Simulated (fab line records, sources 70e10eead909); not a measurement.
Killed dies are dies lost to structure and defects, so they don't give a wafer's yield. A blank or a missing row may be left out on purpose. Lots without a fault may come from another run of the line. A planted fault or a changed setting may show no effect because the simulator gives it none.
A struck lot beside a sound one | flow nand_harc | 15 steps out of a route of 1159
Sound: wafers L801.2, L801.5, L801.6. Struck: wafers L808.1, L808.5, L808.6. The cause comes at the end.
At each step with rows: each side's tool, then ch and its chambers, then its first start. Under that, the readings that differ: sound wafers | struck wafers | difference of the means | sigmas: that difference in standard deviations of wafers without a fault.
alike: readings whose means differ by less than 2 such deviations, and words and numbers that are the same on both sides. not compared: withheld readings, readings that some wafer has no value for, bounds like >300 that may hide the same value, and numbers for which the record gives no deviation and whose values overlap.
The two part at a step that has a row with sigmas, a row that says differs or no value, or rows on one side only. Numbers that don't overlap but have no deviation are shown without sigmas and don't part them. A reading that every wafer of one side lacks parts them only if that side has two wafers or more.

NHARC_P_CONTACT_ETCH_35: etches the open film in CF4, target depth 39 nm, time 65 s.
  sound on rie_diel-11 ch 2,3, day 5 07:39; struck on rie_diel-11 ch 0,1, day 7 03:37
  alike: drypump_motor_current_A, oes_product_au, rf_vpp_V, showerhead_plenum_p_Torr, throttle_valve_pct
  not compared: rf_hours_counter_h
then, 1 step without rows for these wafers: NHARC_P_CONTACT_ETCH_36 (etches the open film in N2/H2, target depth 260 nm, time 406.25 s).
NHARC_P_CONTACT_ETCH_18: etches the open film in C4F8/O2/Ar, target depth 481 nm, time 240.5 s.
  sound on rie_diel-11 ch 0,2,3; struck on rie_diel-11 ch 0,1
  alike: oes_product_au, rf_vpp_V
  not compared: rf_hours_counter_h
then, 2 steps without rows for these wafers: NHARC_P_CONTACT_STRIP_37 (strips in C4F8/O2/Ar); NHARC_P_CONTACT_ETCH_31 (etches the open film in CH3F/O2, target depth 30 nm, time 85.7 s).
NHARC_P_CONTACT_CD_MEAS_19:
  sound on cd_sem-01, day 5 08:34; struck on cd_sem-03, day 7 04:25
  alike: cd_nm
NHARC_P_CONTACT_STRIP_28: strips in O2.
  sound on rie_diel-07 ch 1,2,3, day 5 08:41; struck on rie_diel-11 ch 1,2,3, day 7 04:32
  alike: drypump_motor_current_A, oes_product_au, rf_vpp_V, showerhead_plenum_p_Torr, throttle_valve_pct
  not compared: rf_hours_counter_h
then, 1 step without rows for these wafers: NHARC_P_CONTACT_STRIP_29 (strips in post etch residue remover, time 1200 s).
NHARC_P_CONTACT_DEGAS_38: time 60 s.
  sound on pvd_sputter-01, day 5 09:17; struck on pvd_sputter-02, day 7 05:09
  alike: heater_power_w
then, 1 step without rows for these wafers: NHARC_P_CONTACT_PRE_CLEAN_39 (time 19.5 s).
NHARC_P_CONTACT_PVD_32: deposits Ti, target thk 5 nm, time 17.7 s.
  sound on pvd_sputter-01; struck on pvd_sputter-02
  alike: substrate_temp_c, throttle_valve_pct
then, 1 step without rows for these wafers: NHARC_P_CONTACT_ALD_22 (deposits TiN, target thk 3 nm, pulse time 1 s, ald cycles 150).
NHARC_P_CONTACT_CVD_23: deposits W, target thk 200 nm, time 557 s.
  sound on cvd_w-02 ch 0,1, day 5 11:28; struck on cvd_w-01 ch 0,1, day 7 06:27
  alike: heater_power_w, mfc_h2_sccm, throttle_valve_pct
NHARC_P_CONTACT_CMP_24: polishes, t overpolish 30 s, target thk 200 nm.
  sound on cmp-01 ch 2,3, day 5 12:04; struck on cmp-03 ch 0,1,2, day 7 07:08
  reading                | sound          | struck         | difference | sigmas
  time_to_endpoint_s (s) | 41.0 41.5 40.1 | 79.4 82.5 83.1 | +40.8      | +15
  alike: motor_current_A, overpolish_run_s, retaining_ring_pressure_frac
then, 1 step without rows for these wafers: NHARC_END_SORT_01.

WHERE THEY PART
Only at NHARC_P_CONTACT_CMP_24, within this record.

WHY: what the simulator had put in
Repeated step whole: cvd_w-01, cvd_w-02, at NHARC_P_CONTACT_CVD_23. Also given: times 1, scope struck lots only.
